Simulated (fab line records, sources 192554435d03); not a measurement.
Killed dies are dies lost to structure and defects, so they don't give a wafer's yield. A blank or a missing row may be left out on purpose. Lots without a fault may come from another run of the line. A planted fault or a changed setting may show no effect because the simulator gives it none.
fab line records | flow n5_finfet
record lots=9 wafers=24 last_day=21
route steps=1938 shown HKMG_FIN@412 BEOL_M4@1111 PASSIVATION@1936
lots that met no fault: from a run of the same line without faults
start_h: hours from the record's first day to the start of the lot's first wafer shown | wait_h: hours since the lot's step before | " the same as in the row above | L1.1+2: a row that stands for several wafers | - no value, or no start given | * or withheld: withheld | < > ~ a bound
route shown NAME@n: a module of which the file shows steps, and the number in the route of the first | usual: mean/standard deviation of fault-free wafers | same: alike in all rows | chamber/n: place in a boat | sites: the reading at each site | _std_site: their standard deviation | _edge_site: outer sites' mean less inner sites' | radius_mm: how far each site lies from the wafer's centre | mask NAME#n: copy n | behind: the tool/chamber that last shaped the wafer | hold: why the lot was held/for how many hours/how that ended | device: the transistor (n, p or np) that didn't switch | end of line: the same wafers' tests at the end of the route | a step without rows: its recipe alone | killed: dies lost to structure and defects at the first sort, not the wafer's yield | map: a wafer's dies, x killed, . not, _ none there
set.NAME: the setting as run; set.NAME@STEP: as run at that earlier step | model.NAME: the simulator's own value behind a step, which no gauge read
steps of the route over a sample of lots; a table a step, a row a wafer
services: from which hour (start_h, from the record's first day; less than 0 if before it) a tool's chamber was out of use, for how many hours, and why
## steps
# step N5_HKMG_FIN_ALD_79
# recipe material=TiN target_thk_a=15 temp_c=400 ald_precursor_family=TiCl4 ald_co_reactant=NH3 pulse_time_s=1 purge_time_s=3 co_reactant_purge_time_s=2 co_reactant_pulse_time_s=2 ald_cycles=68 pressure_torr=3
# usual ald_cycles=68/0 chamber_pressure_Torr=2.999/0.0067 heater_power_w=885/92 precursor_pulse_height_rel=1.000/0.019
# columns lot.wafer tool chamber start_h wait_h ald_cycles chamber_pressure_Torr heater_power_w precursor_pulse_height_rel
L776.1 ald_metal-03 2 80.91 0.0 68 2.999 828 1.014
L776.4 " 3 " " 68 3.000 973 1.027
L776.5 " 1 " " 68 3.003 790 0.979
L777.2 ald_metal-02 0 82.62 0.0 68 2.980 749 0.999
L777.5 " 0 " " 68 3.003 726 1.006
L777.6 " 1 " " 68 3.000 963 0.999
L782.1 ald_metal-02 2 122.61 0.0 68 3.001 860 1.005
L782.2 " 1 " " 68 3.000 957 0.960
L783.1 ald_metal-01 3 124.11 0.0 68 3.003 940 1.008
L783.3 " 1 " " 68 2.989 1019 0.996
L784.1 ald_metal-01 1 130.70 0.0 68 2.992 1022 0.959
L784.2 " 0 " " 68 3.003 817 1.010
L787.3 ald_metal-02 2 150.55 0.0 68 2.995 859 1.007
L787.5 " 1 " " 68 2.988 987 1.022
L787.6 " 0 " " 68 3.002 737 1.004
L790.1 ald_metal-02 1 163.91 0.0 68 3.011 961 0.980
L790.2 " 3 " " 68 3.010 945 1.018
L790.5 " 0 " " 68 3.005 721 1.007
L793.3 ald_metal-01 2 180.13 0.0 68 3.004 803 1.032
L793.5 " 3 " " 68 2.986 947 1.002
L793.6 " 2 " " 68 3.001 802 0.994
L798.2 ald_metal-01 2 215.62 0.0 68 2.990 809 0.996
L798.3 " 0 " " 68 2.997 805 0.996
L798.6 " 1 " " 68 3.008 1007 1.014
# step N5_HKMG_FIN_ETCH_31
# recipe chemistry=CF4 target=SiARC target_depth_a=455 mask_material=CAR-ArF time_s=75.8 ion_energy_ev=80 pressure_mtorr=40 source_w=545 bias_w=36 Ar_flow_sccm=100 cf4_flow_sccm=100 ends=cleared
# usual drypump_motor_current_A=5.9/0.41 etch_rf_on_time_s=75.7/2.1 oes_product_au=0.68/0.08 rf_vpp_V=184.3/1.2 showerhead_plenum_p_Torr=2.17/0.07 throttle_valve_pct=15.55/0.24
# columns lot.wafer tool chamber start_h wait_h drypump_motor_current_A etch_rf_on_time_s oes_product_au rf_hours_counter_h rf_vpp_V showerhead_plenum_p_Torr throttle_valve_pct
L776.1 rie_diel-05 2 83.42 0.0 5.8 76.4 0.80 13 183.3 2.19 15.34
L776.4 " 1 " " 6.2 78.0 0.58 245 183.4 2.03 16.01
L776.5 " 2 " " 5.8 76.4 0.79 - 184.9 2.19 15.35
L777.2 rie_diel-05 3 84.66 0.0 6.7 72.0 0.62 249 182.1 2.02 15.72
L777.5 " 3 " " 6.7 72.2 0.62 - 182.1 2.02 15.71
L777.6 " 2 " " 5.8 77.0 0.79 - 184.1 2.19 15.34
L782.1 rie_diel-01 1 124.57 0.0 5.9 75.3 0.60 210 183.8 2.13 15.88
L782.2 " 2 " " 5.6 76.1 0.64 153 183.4 2.14 15.46
L783.1 rie_diel-04 2 126.02 0.0 5.7 75.9 0.69 78 184.4 2.18 15.46
L783.3 " 3 " " 5.6 72.0 0.63 224 186.6 2.19 15.67
L784.1 rie_diel-04 2 132.73 0.0 5.7 76.3 0.69 80 183.6 2.17 15.46
L784.2 " 1 " " 6.3 76.6 0.79 21 185.5 2.18 15.49
L787.3 rie_diel-04 3 153.00 0.0 5.6 72.6 0.62 234 183.9 2.19 15.71
L787.5 " 3 " " 5.6 73.0 0.62 - 185.4 2.19 15.69
L787.6 " 2 " " 5.7 77.2 0.68 - 185.4 2.17 15.48
L790.1 rie_diel-05 1 166.18 0.0 6.1 74.4 0.81 10 186.8 2.28 15.55
L790.2 " 2 " " 5.8 77.4 0.74 39 184.5 2.18 15.42
L790.5 " 3 " " 6.8 73.7 0.78 - 183.1 2.26 15.27
L793.3 rie_diel-01 0 182.92 0.0 6.2 77.9 0.69 76 185.6 2.26 15.48
L793.5 " 0 " " 6.2 77.2 0.70 - 184.8 2.26 15.48
L793.6 " 3 " " 6.5 78.8 0.62 - 184.3 2.13 15.40
L798.2 rie_diel-01 3 217.94 0.0 6.4 78.8 0.62 183 184.5 2.12 15.42
L798.3 " 1 " " 5.9 75.7 0.58 250 183.3 2.11 15.97
L798.6 " 0 " " 6.2 76.8 0.70 - 185.7 2.25 15.51
# step N5_HKMG_FIN_NWFM_ALD_20
# recipe material=TiAlC target_thk_a=20 temp_c=300 ald_precursor_family=TiCl4 ald_co_reactant=TEA pulse_time_s=3 purge_time_s=2 co_reactant_purge_time_s=2 co_reactant_pulse_time_s=10 ald_cycles=7 pressure_torr=3
# usual ald_cycles=7/0 chamber_pressure_Torr=3.000/0.0066 heater_power_w=491/52 precursor_pulse_height_rel=0.999/0.018
# columns lot.wafer tool chamber start_h wait_h ald_cycles chamber_pressure_Torr heater_power_w precursor_pulse_height_rel
L776.1 ald_metal-01 1 85.43 0.3 7 3.004 563 0.988
L776.4 " 0 " " 7 2.992 461 0.995
L776.5 " 0 " " 7 2.992 448 1.005
L777.2 ald_metal-01 0 86.58 0.3 7 2.994 453 1.001
L777.5 " 1 " " 7 2.994 557 1.031
L777.6 " 2 " " 7 3.002 443 0.974
L782.1 ald_metal-01 1 126.49 0.3 8 2.998 559 1.009
L782.2 " 3 " " 8 2.994 533 1.002
L783.1 ald_metal-01 3 127.97 0.3 8 2.985 530 1.033
L783.3 " 2 " " 7 2.992 454 0.965
L784.1 ald_metal-01 2 134.93 0.3 8 3.003 449 1.014
L784.2 " 1 " " 8 3.017 563 0.997
L787.3 ald_metal-02 0 154.94 0.1 7 3.006 405 0.969
L787.5 " 2 " " 7 2.996 475 0.995
L787.6 " 1 " " 7 3.000 539 1.027
L790.1 ald_metal-02 0 168.12 0.3 7 3.010 404 0.968
L790.2 " 2 " " 7 3.001 465 1.007
L790.5 " 1 " " 7 3.007 530 0.985
L793.3 ald_metal-02 3 184.92 0.1 7 2.993 520 0.984
L793.5 " 0 " " 7 2.986 403 0.984
L793.6 " 3 " " 7 3.007 509 0.996
L798.2 ald_metal-02 3 219.86 0.3 7 3.004 511 0.976
L798.3 " 2 " " 7 2.998 470 0.978
L798.6 " 0 " " 7 3.005 403 0.997
# step N5_HKMG_FIN_STRIP_90
# recipe chemistry=N2/H2 material=SOC time_s=20 power_w=500 temp_c=40 pressure_mtorr=50 rf_frequency_hz=6e+07 bias_power_w=8 h2_frac=0.5 n2_flow_sccm=300 h2_flow_sccm=300
# usual drypump_motor_current_A=5.9/0.43 n2_flow_sccm=300.1/0.89 oes_product_au=0.81/0.094 rf_vpp_V=54.3/0.8 showerhead_plenum_p_Torr=3.43/0.11 throttle_valve_pct=19.1/0.51
# same time_s=20
# columns lot.wafer tool chamber start_h wait_h drypump_motor_current_A n2_flow_sccm oes_product_au rf_hours_counter_h rf_vpp_V showerhead_plenum_p_Torr throttle_valve_pct
L776.1 rie_diel-05 0 85.93 0.0 5.7 299.3 0.91 29 54.9 3.53 18.2
L776.4 " 2 " " 5.8 299.6 0.91 14 53.7 3.44 19.0
L776.5 " 0 " " 5.7 299.3 0.89 - 54.7 3.53 18.2
L777.2 rie_diel-04 0 87.08 0.0 5.2 301.2 0.72 212 52.8 3.34 19.3
L777.5 " 0 " " 5.1 301.3 0.72 - 54.9 3.34 19.3
L777.6 " 1 " " 6.3 300.1 0.97 - 53.9 3.46 19.7
L782.1 rie_diel-01 3 126.99 0.0 6.4 302.1 0.73 148 53.6 3.36 18.8
L782.2 " 0 " " 6.2 301.4 0.85 53 55.1 3.59 19.6
L783.1 rie_diel-05 2 128.47 0.0 5.8 299.0 0.90 24 55.0 3.44 19.0
L783.3 " 3 " " 6.7 300.7 0.99 2 54.6 3.55 18.3
L784.1 rie_diel-04 0 135.43 0.0 5.1 298.5 0.70 226 53.9 3.33 19.3
L784.2 " 1 " " 6.3 299.2 0.93 22 54.0 3.45 19.7
L787.3 rie_diel-04 2 155.45 0.0 5.7 299.2 0.79 88 54.9 3.37 18.9
L787.5 " 3 " " 5.7 301.2 0.73 - 55.1 3.45 18.9
L787.6 " 2 " " 5.7 299.4 0.79 - 54.7 3.37 18.9
L790.1 rie_diel-05 3 168.86 0.0 6.7 299.1 0.92 18 54.3 3.54 18.4
L790.2 " 2 " " 5.8 299.9 0.87 40 55.0 3.43 19.0
L790.5 " 2 " " 5.7 300.1 0.88 - 54.4 3.43 19.0
L793.3 rie_diel-01 1 185.59 0.0 6.0 300.0 0.67 236 54.2 3.30 19.5
L793.5 " 2 " " 5.6 299.2 0.74 - 53.4 3.36 18.9
L793.6 " 1 " " 6.0 300.4 0.67 - 54.7 3.30 19.5
L798.2 rie_diel-05 3 220.40 0.0 6.7 300.2 0.88 38 54.1 3.53 18.4
L798.3 " 2 " " 5.8 300.5 0.84 61 55.4 3.42 19.1
L798.6 " 1 " " 6.2 299.2 0.89 - 55.8 3.58 19.8
# step N5_BEOL_M4_RC_MEAS_101
# usual DIBL_N=37.7/2 DIBL_P=37.7/2.3 IOFF_N=0.18/0.039 IOFF_N_85C=3.5/0.62 IOFF_N_LIN=0.083/0.014 IOFF_N_LONG=5.54e-05/2.7e-06 IOFF_P=0.23/0.042 ION_N=681/12 ION_P=463/8 SS_N=71.9/0.68 SS_P=73.6/0.71 VT_N=248/3.2 VT_N_LONG=274.5/2.1 VT_N_LVT=98/3.2 VT_P=-249/3.1
# columns lot.wafer tool chamber start_h wait_h DIBL_N[mV/V] DIBL_P[mV/V] IOFF_N[nA/um] IOFF_N_85C[nA/um] IOFF_N_LIN[nA/um] IOFF_N_LONG[nA/um] IOFF_P[nA/um] ION_N[uA/um] ION_P[uA/um] SS_N[mV/dec] SS_P[mV/dec] VT_N[mV] VT_N_LONG[mV] VT_N_LVT[mV] VT_P[mV]
L777.2 prober-02 0 265.07 0.2 42.7 41.4 0.26 4.7 0.111 5.7e-05 0.31 704 480 73.3 74.6 244 276.1 92 -245
L777.5 " 0 " " 36.7 34.8 0.13 2.6 0.064 5.58e-05 0.18 672 465 71.3 72.9 254 272.0 101 -254
L777.6 " 0 " " 42.0 40.6 0.25 4.5 0.107 5.68e-05 0.30 707 482 72.9 74.4 245 275.6 93 -247
L776.1 prober-01 0 273.92 0.0 36.0 33.5 0.15 3.1 0.073 5.6e-05 0.17 683 459 71.5 73.2 248 275.1 97 -252
L776.4 " 0 " " 41.0 39.8 0.31 5.3 0.124 5.5e-05 0.28 702 465 72.3 74.6 239 274.3 89 -246
L776.5 " 0 " " 37.1 35.3 0.17 3.4 0.079 5.4e-05 0.20 672 459 71.9 73.7 247 274.9 98 -250
L782.1 prober-01 0 298.57 0.0 40.2 40.8 0.42 7.0 0.181 8.61e-05 0.23 713 450 72.8 74.5 227 257.0 76 -253
L782.2 " 0 " " 39.1 39.3 0.40 6.8 0.169 9.15e-05 0.20 728 458 72.5 73.8 228 254.0 76 -253
L783.1 prober-02 0 306.99 0.0 38.7 39.1 0.37 6.3 0.162 8.26e-05 0.21 719 453 72.9 74.1 229 258.9 82 -255
L783.3 " 0 " " 36.7 36.1 0.15 3.0 0.070 5.05e-05 0.18 680 458 72.5 73.9 250 280.7 104 -256
L784.1 prober-01 0 309.95 0.0 37.6 36.9 0.31 5.4 0.145 8.96e-05 0.19 704 453 72.0 74.0 231 256.7 81 -253
L784.2 " 0 " " 40.3 38.5 0.43 7.0 0.173 9.31e-05 0.22 722 455 72.7 74.1 229 255.6 77 -249
L787.3 prober-02 0 327.06 0.3 40.5 39.8 0.25 4.7 0.104 5.74e-05 0.26 689 464 72.8 74.4 242 274.9 91 -247
L787.5 " 0 " " 34.8 32.8 0.13 2.6 0.061 5.87e-05 0.16 669 452 70.7 72.4 250 274.0 100 -253
L787.6 " 0 " " 39.7 38.2 0.21 3.9 0.088 5.77e-05 0.23 681 462 72.7 73.4 246 271.0 95 -252
L790.1 prober-01 0 344.88 0.0 40.9 40.7 0.22 4.1 0.096 5.41e-05 0.30 692 477 72.4 74.6 244 273.6 97 -242
L790.2 " 0 " " 37.4 36.3 0.16 3.2 0.075 5.43e-05 0.22 676 468 71.1 73.8 248 274.7 102 -250
L790.5 " 0 " " 37.9 36.6 0.16 3.2 0.076 5.47e-05 0.22 679 471 71.7 73.2 250 273.3 102 -249
L793.3 prober-01 0 360.36 0.3 38.0 36.7 0.18 3.4 0.079 5.7e-05 0.22 665 457 71.2 73.7 248 271.8 96 -250
L793.5 " 0 " " 37.0 35.4 0.16 3.1 0.072 5.78e-05 0.20 677 462 71.2 73.1 248 274.9 96 -249
L793.6 " 0 " " 39.6 38.5 0.20 3.7 0.085 5.71e-05 0.24 681 463 72.0 74.4 246 273.8 96 -251
L798.2 prober-02 0 402.43 0.2 36.5 36.5 0.16 3.2 0.077 6.23e-05 0.26 662 460 71.5 73.6 250 272.1 101 -245
L798.3 " 0 " " 33.3 31.9 0.12 2.5 0.063 6.26e-05 0.17 680 463 70.8 73.0 248 270.0 102 -251
L798.6 " 0 " " 36.9 37.3 0.19 3.5 0.087 6.11e-05 0.26 686 475 72.2 74.0 248 272.4 98 -246
# step N5_PASSIVATION_PROBE_49
# usual defect_limited_yield=91.1/1.4 killed_at_M0_to_M3=34/9.6 killed_at_M4_up=15/5.3 killed_at_contacts=12/6.1 killed_at_front_end=40/11 killed_at_other=3.5/2.8 killed_dies=105/17 killed_open=70/12 killed_short=34/7.7 sort_bin_4_leakage=0.01/0.07 sort_bin_5_function=5.2/0.97 sort_bin_6_memory=3.4/0.62 sort_n_pass=1075/17 sort_yield_pct=91.1/1.4
# same gross_dies=1180 killed_at_back_side=0 sort_bin_8_speed[%]=0
# columns lot.wafer tool chamber start_h wait_h defect_limited_yield[%] killed_at_M0_to_M3 killed_at_M4_up killed_at_contacts killed_at_front_end killed_at_other killed_dies killed_open killed_short sort_bin_4_leakage[%] sort_bin_5_function[%] sort_bin_6_memory[%] sort_n_pass sort_yield_pct[%]
L782.1 prober-02 - 407.84 0.0 92.2 35 12 12 31 2 92 58 31 23.98 4.2 3.3 805 68.2
L782.2 prober-02 - 407.89 0.1 91.8 39 18 11 27 2 97 63 32 15.51 5.6 2.4 900 76.3
L784.1 prober-02 - 408.14 0.1 90.8 33 23 10 37 6 109 71 36 0.42 5.5 3.5 1066 90.3
L784.2 prober-02 - 408.19 0.2 91.4 25 19 15 32 10 101 70 26 17.54 4.4 3.6 872 73.9
L783.1 prober-02 - 413.05 0.0 91.9 22 8 15 48 2 95 66 28 15.34 3.6 4.2 904 76.6
L783.3 prober-02 - 413.15 0.1 92.4 28 11 14 32 5 90 60 30 0 5.1 2.3 1090 92.4
L787.6 prober-01 - 433.69 0.3 92.5 32 20 21 16 0 89 62 27 0 4.3 3.1 1091 92.5
L790.2 prober-01 - 450.44 0.1 94.2 23 17 11 18 0 69 47 21 0 2.9 2.6 1111 94.2
# killed by level:class
L782.1 MOL_CONTACT_COAG:geometric_particle:open=8 BEOL_M0_SAQP:geometric_particle:short=7 BEOL_M2:geometric_particle:open=7 BEOL_M3:geometric_particle:open=6 GATE_CUT:geometric_particle:short=6 BEOL_M0_SAQP:geometric_particle:open=5 BEOL_M4:geometric_particle:open=5 FIN_SAQP:geometric_particle:open=4
L782.2 BEOL_M0_SAQP:geometric_particle:open=13 MOL_CONTACT_COAG:geometric_particle:open=10 BEOL_M4:geometric_particle:open=9 BEOL_M0_SAQP:geometric_particle:short=8 BEOL_M2:geometric_particle:open=6 DUMMY_GATE:geometric_particle:open=5 FIN_SAQP:geometric_particle:short=4 BEOL_M1:geometric_particle:open=4
L784.1 BEOL_M4:geometric_particle:open=15 MOL_CONTACT_COAG:geometric_particle:open=9 BEOL_M2:geometric_particle:open=9 BEOL_M0_SAQP:geometric_particle:short=8 GATE_CUT:geometric_particle:short=7 ILD0:geometric_particle:open=6 FIN_SAQP:geometric_particle:open=5 BEOL_M1:geometric_particle:open=5
L784.2 MOL_CONTACT_COAG:geometric_particle:open=12 BEOL_M4:geometric_particle:open=10 STI_FIN_REVEAL:geometric_particle:open=9 BEOL_M2:geometric_particle:open=8 FIN_SAQP:geometric_particle:open=5 HKMG_FIN:area_etch=5 BEOL_M0_SAQP:geometric_particle:open=4 BEOL_M0:geometric_particle:open=4
L783.1 STI_FIN_REVEAL:geometric_particle:open=14 FIN_SAQP:geometric_particle:open=10 MOL_CONTACT_COAG:geometric_particle:open=10 BEOL_M0_SAQP:geometric_particle:open=9 BEOL_M0_SAQP:geometric_particle:short=6 ILD0:geometric_particle:short=5 MOL_CONTACT_COAG:geometric_particle:short=5 GATE_CUT:geometric_particle:short=4
L783.3 MOL_CONTACT_COAG:geometric_particle:open=10 BEOL_M0_SAQP:geometric_particle:open=10 FIN_SAQP:geometric_particle:open=8 BEOL_M0_SAQP:geometric_particle:short=8 STI_FIN_REVEAL:geometric_particle:open=7 BEOL_M4:geometric_particle:open=6 BEOL_M1:geometric_particle:open=5 STARTING-WAFER:geometric_particle:short=5
L787.6 MOL_CONTACT_COAG:geometric_particle:open=14 BEOL_M3:geometric_particle:open=12 BEOL_M4:geometric_particle:open=8 MOL_CONTACT_COAG:geometric_particle:short=7 BEOL_M2:geometric_particle:open=7 STI_FIN_REVEAL:geometric_particle:open=4 BEOL_M1:geometric_particle:open=4 BEOL_M5:geometric_particle:open=4
L790.2 BEOL_M4:geometric_particle:open=12 MOL_CONTACT_COAG:geometric_particle:open=9 BEOL_M2:geometric_particle:open=8 FIN_SAQP:geometric_particle:short=5 BEOL_M0_SAQP:geometric_particle:short=5 BEOL_M1:geometric_particle:open=4 STARTING-WAFER:geometric_particle:open=3 FIN_SAQP:geometric_particle:open=2
## services
# columns tool chamber start_h hours kind
ald_metal-02 - 57.58 8.7 pm
ald_metal-02 1 66.81 6.3 repair
rie_diel-05 3 89.42 - clean
rie_diel-05 3 89.42 - consumable_replace:focus_ring
rie_diel-05 3 89.42 - consumable_replace:showerhead
rie_diel-05 3 89.42 32.7 scheduled_down
rie_diel-05 3 89.42 32.7 vent_cycle
rie_diel-05 - 89.99 15.6 pm
rie_diel-01 - 109.73 14.6 pm
ald_metal-02 - 114.20 0.7 repair
rie_diel-05 1 122.16 - clean
rie_diel-05 1 122.16 - consumable_replace:focus_ring
rie_diel-05 1 122.16 - consumable_replace:showerhead
rie_diel-05 1 122.16 17.9 scheduled_down
rie_diel-05 1 122.16 17.9 vent_cycle
ald_metal-01 - 124.88 0.9 repair
ald_metal-01 1 154.10 16.1 repair
ald_metal-03 3 160.13 24.5 repair
rie_diel-01 3 166.05 3.5 repair
rie_diel-04 0 198.98 - clean
rie_diel-04 1 200.64 69.6 repair
rie_diel-04 3 203.83 8.1 repair
ald_metal-03 - 207.08 6.0 pm
rie_diel-01 - 214.57 2.8 pm
## key
first_sign step=N5_HKMG_FIN_NWFM_ALD_20 reading=ald_cycles direction=up sigmas=99+ usual=* struck=*
effect step=N5_BEOL_M4_RC_MEAS_101 reading=IOFF_N_LONG direction=up sigmas=12 usual=5.54e-05 struck=8.86e-05
effect step=N5_BEOL_M4_RC_MEAS_101 reading=VT_N_LONG direction=down sigmas=8.4 usual=274.5 struck=256.4
effect step=N5_BEOL_M4_RC_MEAS_101 reading=IOFF_N_LIN direction=up sigmas=6.1 usual=0.083 struck=0.166
effect step=N5_BEOL_M4_RC_MEAS_101 reading=VT_N_LVT direction=down sigmas=6 usual=98 struck=78
effect step=N5_BEOL_M4_RC_MEAS_101 reading=VT_N direction=down sigmas=5.8 usual=248 struck=229
effect step=N5_BEOL_M4_RC_MEAS_101 reading=IOFF_N direction=up sigmas=5.2 usual=0.18 struck=0.39
effect step=N5_BEOL_M4_RC_MEAS_101 reading=IOFF_N_85C direction=up sigmas=4.9 usual=3.5 struck=6.5
effect step=N5_BEOL_M4_RC_MEAS_101 reading=ION_N direction=up sigmas=3 usual=681 struck=717
effect step=N5_PASSIVATION_PROBE_49 reading=sort_bin_4_leakage direction=up sigmas=99+ usual=0.01 struck=14.56
met_at N5_HKMG_FIN_NWFM_ALD_20
struck_lots L782,L783,L784
struck_wafers L782.1,L782.2,L783.1,L784.1,L784.2
not_acting_at N5_HKMG_FIN_ALD_79,N5_HKMG_FIN_ETCH_31,N5_HKMG_FIN_STRIP_90
onset_between 86.58 126.49
fault kind=process_parameter_drift tool=ald_metal-01 chamber=- onset_h=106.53 steps=N5_HKMG_FIN_NWFM_ALD_20 channel=ald_cycles offset=* shape=step end_h=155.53 scope=struck_wafers_only acts_in=* stated=*
